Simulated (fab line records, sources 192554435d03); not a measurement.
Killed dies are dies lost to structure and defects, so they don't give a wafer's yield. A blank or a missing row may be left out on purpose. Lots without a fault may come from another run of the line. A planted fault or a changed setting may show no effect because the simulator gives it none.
Which tool did it? | flow n5_finfet | 22 lots, 66 wafers sampled, at 5 steps of a route of 1938

WHAT THE GAUGES READ, wafer by wafer
N5_BEOL_M5_RS_MEAS_57: measures by four-point-probe.
lot  | measured     | on            | M5_RS (ohm/sq)
L076 | day 9 07:55  | film_metro-01 | 0.396 0.406 0.403
L077 | day 9 12:29  | film_metro-02 | 0.381 0.398 0.389
L075 | day 9 15:22  | film_metro-02 | 0.391 0.406 0.409
L078 | day 9 22:19  | film_metro-02 | 0.416 0.405 0.395
L080 | day 10 08:16 | film_metro-02 | 0.377 0.388 0.407
L074 | day 10 11:15 | film_metro-02 | 0.404 0.404 0.370
L081 | day 10 14:37 | film_metro-01 | 0.392 0.409 0.395
L079 | day 10 14:37 | film_metro-01 | 0.401 0.414 0.420
L082 | day 10 16:41 | film_metro-02 | 0.402 0.422 0.411
L084 | day 11 12:16 | film_metro-01 | 0.381 0.398 0.398
L083 | day 11 12:40 | film_metro-02 | 0.406 0.396 0.395
L086 | day 12 08:28 | film_metro-02 | 0.381 0.435 0.396
L088 | day 13 02:12 | film_metro-01 | 0.400 0.400 0.387
L087 | day 13 07:42 | film_metro-01 | 0.391 0.369 0.416
L090 | day 13 10:02 | film_metro-01 | 0.372 0.417 0.381
L091 | day 13 13:53 | film_metro-01 | 0.416 0.403 0.388
L092 | day 13 14:31 | film_metro-01 | 0.380 0.396 0.400
L093 | day 14 09:08 | film_metro-01 | 0.371 0.417 0.413
L094 | day 14 16:28 | film_metro-01 | 0.406 0.371 0.408
L095 | day 14 20:01 | film_metro-02 | 0.363 0.379 0.378
L097 | day 15 01:09 | film_metro-02 | 0.396 0.410 0.390
L096 | day 15 01:28 | film_metro-02 | 0.370 0.394 0.379

WHICH TOOL RAN EACH LOT (tool, then ch and the chambers of the sampled wafers, then the start)
lot  | N5_BEOL_M5_ETCH_75                 | N5_BEOL_M5_ETCH_68                 | N5_BEOL_M5_ANNEAL_49         | N5_BEOL_M5_SPUTTER_81
L076 | rie_diel-02 ch 0,3, day 8 23:57    | rie_diel-02 ch 0,3, day 9 00:00    | pvd_sputter-01, day 9 01:46  | pvd_sputter-01, day 9 02:47
L077 | rie_diel-06 ch 0,3, day 9 03:56    | rie_diel-06 ch 0,3, day 9 03:59    | pvd_sputter-02, day 9 06:33  | pvd_sputter-02, day 9 07:33
L075 | rie_diel-02 ch 0,1,3, day 9 06:28  | rie_diel-02 ch 0,1,3, day 9 06:31  | pvd_sputter-03, day 9 10:03  | pvd_sputter-03, day 9 11:03
L078 | rie_diel-02 ch 1,2, day 9 14:31    | rie_diel-02 ch 1,2, day 9 14:33    | pvd_sputter-03, day 9 16:23  | pvd_sputter-03, day 9 17:24
L080 | rie_diel-02 ch 0,1,3, day 9 23:19  | rie_diel-02 ch 0,1,3, day 9 23:22  | pvd_sputter-02, day 10 02:51 | pvd_sputter-02, day 10 03:51
L074 | rie_diel-04 ch 0,3, day 10 02:34   | rie_diel-04 ch 0,3, day 10 02:37   | pvd_sputter-01, day 10 04:48 | pvd_sputter-01, day 10 05:49
L081 | rie_diel-06 ch 0,2,3, day 10 06:25 | rie_diel-06 ch 0,2,3, day 10 06:27 | pvd_sputter-03, day 10 08:45 | pvd_sputter-03, day 10 09:50
L079 | rie_diel-02 ch 1,3, day 10 07:01   | rie_diel-02 ch 1,3, day 10 07:03   | pvd_sputter-01, day 10 09:14 | pvd_sputter-01, day 10 10:14
L082 | rie_diel-02 ch 1,2,3, day 10 09:04 | rie_diel-02 ch 1,2,3, day 10 09:07 | pvd_sputter-02, day 10 11:11 | pvd_sputter-02, day 10 12:12
L084 | rie_diel-04 ch 1,2, day 11 05:20   | rie_diel-04 ch 1,2, day 11 05:23   | pvd_sputter-02, day 11 06:55 | pvd_sputter-02, day 11 07:56
L083 | rie_diel-02 ch 0,2,3, day 11 05:28 | rie_diel-02 ch 0,2,3, day 11 05:31 | pvd_sputter-03, day 11 07:17 | pvd_sputter-03, day 11 08:18
L086 | rie_diel-06 ch 0,2,3, day 12 00:19 | rie_diel-06 ch 0,2,3, day 12 00:22 | pvd_sputter-03, day 12 03:05 | pvd_sputter-03, day 12 04:05
L088 | rie_diel-06 ch 0,3, day 12 17:52   | rie_diel-06 ch 0,3, day 12 17:55   | pvd_sputter-02, day 12 20:49 | pvd_sputter-02, day 12 21:49
L087 | rie_diel-06 ch 0,2,3, day 13 00:25 | rie_diel-06 ch 0,2,3, day 13 00:28 | pvd_sputter-03, day 13 02:21 | pvd_sputter-03, day 13 03:22
L090 | rie_diel-06 ch 0,2, day 13 00:49   | rie_diel-06 ch 0,2, day 13 00:52   | pvd_sputter-02, day 13 04:04 | pvd_sputter-02, day 13 05:04
L091 | rie_diel-02 ch 1,2, day 13 06:43   | rie_diel-02 ch 1,2, day 13 06:45   | pvd_sputter-02, day 13 08:34 | pvd_sputter-02, day 13 09:34
L092 | rie_diel-02 ch 0,1,2, day 13 07:07 | rie_diel-02 ch 0,1,2, day 13 07:10 | pvd_sputter-03, day 13 09:08 | pvd_sputter-03, day 13 10:08
L093 | rie_diel-02 ch 0,1,3, day 14 01:59 | rie_diel-02 ch 0,1,3, day 14 02:01 | pvd_sputter-02, day 14 03:49 | pvd_sputter-02, day 14 04:49
L094 | rie_diel-02 ch 0,2,3, day 14 08:40 | rie_diel-02 ch 0,2,3, day 14 08:43 | pvd_sputter-01, day 14 10:37 | pvd_sputter-01, day 14 11:38
L095 | rie_diel-04 ch 1,2,3, day 14 12:16 | rie_diel-04 ch 1,2,3, day 14 12:19 | pvd_sputter-02, day 14 14:41 | pvd_sputter-02, day 14 15:42
L097 | rie_diel-02 ch 1,2, day 14 17:55   | rie_diel-02 ch 1,2, day 14 17:58   | pvd_sputter-01, day 14 19:42 | pvd_sputter-01, day 14 20:42
L096 | rie_diel-06 ch 0,1,3, day 14 18:11 | rie_diel-06 ch 0,1,3, day 14 18:14 | pvd_sputter-02, day 14 19:58 | pvd_sputter-02, day 14 20:58
- N5_BEOL_M5_ETCH_75: etches underlayer in N2/H2, target depth 6.5 nm, time 5.2 s.
- N5_BEOL_M5_ETCH_68: etches SOC in N2/H2, target depth 80 nm, overetch 16 nm, time 120 s.
- N5_BEOL_M5_ANNEAL_49: time 1800 s.
- N5_BEOL_M5_SPUTTER_81: material Cu, target thk 15 nm, time 27.62 s.

WHAT THE TOOLS THEMSELVES READ (means of the sampled wafers that have a number; where no wafer has one, the mark that the record gives instead)
N5_BEOL_M5_ETCH_75.
lot  | tool        | drypump_motor_current_A (A) | etch_rf_on_time_s (s) | h2_flow_sccm (sccm) | oes_product_au (a.u.) | rf_vpp_V (V) | showerhead_plenum_p_Torr (Torr) | throttle_valve_pct (%)
L076 | rie_diel-02 | 6.1                         | 5.34                  | 200.2               | 0.69                  | 522.9        | 2.53                            | 17.85
L077 | rie_diel-06 | 5.9                         | 5.17                  | 200.7               | 0.74                  | 522.8        | 2.51                            | 17.99
L075 | rie_diel-02 | 6.1                         | 5.30                  | 199.8               | 0.66                  | 522.5        | 2.51                            | 18.00
L078 | rie_diel-02 | 5.5                         | 5.35                  | 200.0               | 0.71                  | 524.3        | 2.58                            | 17.95
L080 | rie_diel-02 | 6.1                         | 5.33                  | 200.3               | 0.65                  | 523.5        | 2.51                            | 17.99
L074 | rie_diel-04 | 6.0                         | 5.22                  | 200.1               | 0.62                  | 521.4        | 2.46                            | 18.08
L081 | rie_diel-06 | 5.9                         | 5.16                  | 200.2               | 0.70                  | 524.2        | 2.57                            | 17.78
L079 | rie_diel-02 | 5.9                         | 5.32                  | 199.8               | 0.70                  | 526.3        | 2.57                            | 17.92
L082 | rie_diel-02 | 5.7                         | 5.27                  | 199.7               | 0.71                  | 524.9        | 2.57                            | 17.94
L084 | rie_diel-04 | 5.7                         | 5.22                  | 200.3               | 0.60                  | 523.5        | 2.56                            | 18.13
L083 | rie_diel-02 | 5.9                         | 5.35                  | 200.3               | 0.69                  | 522.5        | 2.52                            | 17.88
L086 | rie_diel-06 | 5.9                         | 5.28                  | 200.7               | 0.68                  | 524.8        | 2.57                            | 17.81
L088 | rie_diel-06 | 5.9                         | 5.16                  | 200.3               | 0.71                  | 525.3        | 2.54                            | 17.73
L087 | rie_diel-06 | 5.9                         | 5.29                  | 200.4               | 0.66                  | 523.5        | 2.56                            | 17.82
L090 | rie_diel-06 | 5.9                         | 5.19                  | 199.9               | 0.69                  | 527.6        | 2.60                            | 17.51
L091 | rie_diel-02 | 5.4                         | 5.41                  | 199.6               | 0.68                  | 525.4        | 2.56                            | 18.00
L092 | rie_diel-02 | 5.9                         | 5.24                  | 200.0               | 0.72                  | 525.6        | 2.60                            | 17.92
L093 | rie_diel-02 | 6.1                         | 5.27                  | 199.1               | 0.70                  | 525.3        | 2.60                            | 17.91
L094 | rie_diel-02 | 5.9                         | 5.25                  | 199.3               | 0.74                  | 526.2        | 2.62                            | 17.79
L095 | rie_diel-04 | 5.5                         | 5.07                  | 199.2               | 0.72                  | 524.6        | 2.58                            | 17.81
L097 | rie_diel-02 | 5.5                         | 5.35                  | 200.3               | 0.67                  | 525.4        | 2.56                            | 18.01
L096 | rie_diel-06 | 5.9                         | 5.17                  | 199.9               | 0.72                  | 524.1        | 2.57                            | 17.85

N5_BEOL_M5_ETCH_68.
lot  | tool        | drypump_motor_current_A (A) | h2_flow_sccm (sccm) | oes_product_au (a.u.) | rf_vpp_V (V) | showerhead_plenum_p_Torr (Torr) | throttle_valve_pct (%)
L076 | rie_diel-02 | 6.1                         | 200.2               | 0.64                  | 523.2        | 2.53                            | 17.82
L077 | rie_diel-06 | 5.9                         | 200.3               | 0.65                  | 522.9        | 2.51                            | 17.95
L075 | rie_diel-02 | 6.1                         | 199.4               | 0.60                  | 523.5        | 2.51                            | 17.95
L078 | rie_diel-02 | 5.4                         | 199.4               | 0.65                  | 523.4        | 2.58                            | 17.90
L080 | rie_diel-02 | 6.1                         | 199.8               | 0.60                  | 523.6        | 2.51                            | 17.97
L074 | rie_diel-04 | 6.0                         | 200.0               | 0.56                  | 520.6        | 2.46                            | 18.05
L081 | rie_diel-06 | 5.9                         | 199.8               | 0.62                  | 525.2        | 2.57                            | 17.75
L079 | rie_diel-02 | 5.9                         | 200.2               | 0.64                  | 524.9        | 2.57                            | 17.88
L082 | rie_diel-02 | 5.7                         | 199.7               | 0.65                  | 524.9        | 2.57                            | 17.90
L084 | rie_diel-04 | 5.7                         | 199.9               | 0.53                  | 523.9        | 2.56                            | 18.10
L083 | rie_diel-02 | 5.9                         | 199.9               | 0.63                  | 523.3        | 2.52                            | 17.86
L086 | rie_diel-06 | 5.9                         | 199.5               | 0.61                  | 523.7        | 2.57                            | 17.75
L088 | rie_diel-06 | 5.9                         | 199.5               | 0.64                  | 523.7        | 2.54                            | 17.69
L087 | rie_diel-06 | 5.9                         | 200.0               | 0.61                  | 524.3        | 2.56                            | 17.78
L090 | rie_diel-06 | 5.9                         | 200.4               | 0.61                  | 525.3        | 2.60                            | 17.48
L091 | rie_diel-02 | 5.5                         | 200.8               | 0.63                  | 524.1        | 2.56                            | 17.96
L092 | rie_diel-02 | 5.9                         | 199.6               | 0.65                  | 525.3        | 2.60                            | 17.87
L093 | rie_diel-02 | 6.1                         | 200.5               | 0.64                  | 525.8        | 2.60                            | 17.88
L094 | rie_diel-02 | 5.9                         | 199.3               | 0.67                  | 525.8        | 2.62                            | 17.75
L095 | rie_diel-04 | 5.5                         | 200.3               | 0.63                  | 524.8        | 2.58                            | 17.78
L097 | rie_diel-02 | 5.5                         | 199.9               | 0.61                  | 524.1        | 2.56                            | 17.96
L096 | rie_diel-06 | 5.9                         | 200.6               | 0.65                  | 524.2        | 2.57                            | 17.82

N5_BEOL_M5_ANNEAL_49.
lot  | tool           | heater_power_w (W)
L076 | pvd_sputter-01 | 806
L077 | pvd_sputter-02 | 800
L075 | pvd_sputter-03 | 767
L078 | pvd_sputter-03 | 744
L080 | pvd_sputter-02 | 802
L074 | pvd_sputter-01 | 805
L081 | pvd_sputter-03 | 744
L079 | pvd_sputter-01 | 824
L082 | pvd_sputter-02 | 866
L084 | pvd_sputter-02 | 784
L083 | pvd_sputter-03 | 765
L086 | pvd_sputter-03 | 773
L088 | pvd_sputter-02 | 806
L087 | pvd_sputter-03 | 766
L090 | pvd_sputter-02 | 861
L091 | pvd_sputter-02 | 884
L092 | pvd_sputter-03 | 763
L093 | pvd_sputter-02 | 803
L094 | pvd_sputter-01 | 820
L095 | pvd_sputter-02 | 786
L097 | pvd_sputter-01 | 823
L096 | pvd_sputter-02 | 791

N5_BEOL_M5_SPUTTER_81.
lot  | tool           | throttle_valve_pct (%)
L076 | pvd_sputter-01 | 30.6
L077 | pvd_sputter-02 | 29.4
L075 | pvd_sputter-03 | 29.6
L078 | pvd_sputter-03 | 29.7
L080 | pvd_sputter-02 | 29.6
L074 | pvd_sputter-01 | 31.1
L081 | pvd_sputter-03 | 29.7
L079 | pvd_sputter-01 | 31.4
L082 | pvd_sputter-02 | 29.0
L084 | pvd_sputter-02 | 29.3
L083 | pvd_sputter-03 | 29.6
L086 | pvd_sputter-03 | 29.2
L088 | pvd_sputter-02 | 29.7
L087 | pvd_sputter-03 | 29.7
L090 | pvd_sputter-02 | 29.0
L091 | pvd_sputter-02 | 29.4
L092 | pvd_sputter-03 | 30.0
L093 | pvd_sputter-02 | 29.1
L094 | pvd_sputter-01 | 30.1
L095 | pvd_sputter-02 | 29.1
L097 | pvd_sputter-01 | 30.3
L096 | pvd_sputter-02 | 29.2

THE ANSWER, worked out from the rows above alone
Rule: what is usual is taken from the lots themselves. Put in order of their means at a reading, lots are off if they are a third of the lots or fewer, leave a main group of 4 or more, and stand apart from it by a gap of 3 or more times the standard deviation of the main group's means; of several such gaps the widest counts. A main group whose means are all the same, to the digits that the tables above print for the reading, isn't used. A lot without any number at a reading at which 4 lots or more have one is off too. The other lots that the step has rows for count as sound. The gauges are gone through in route order, then the tools' own readings, and for those a lot's mean is taken as printed above. The first step at which some lot is off is used, and at that step the reading that is off furthest; a lot without a number counts as furthest.
No lot is off at any reading shown: from this, nothing can be told.

WHAT THE SIMULATOR HAD PUT IN
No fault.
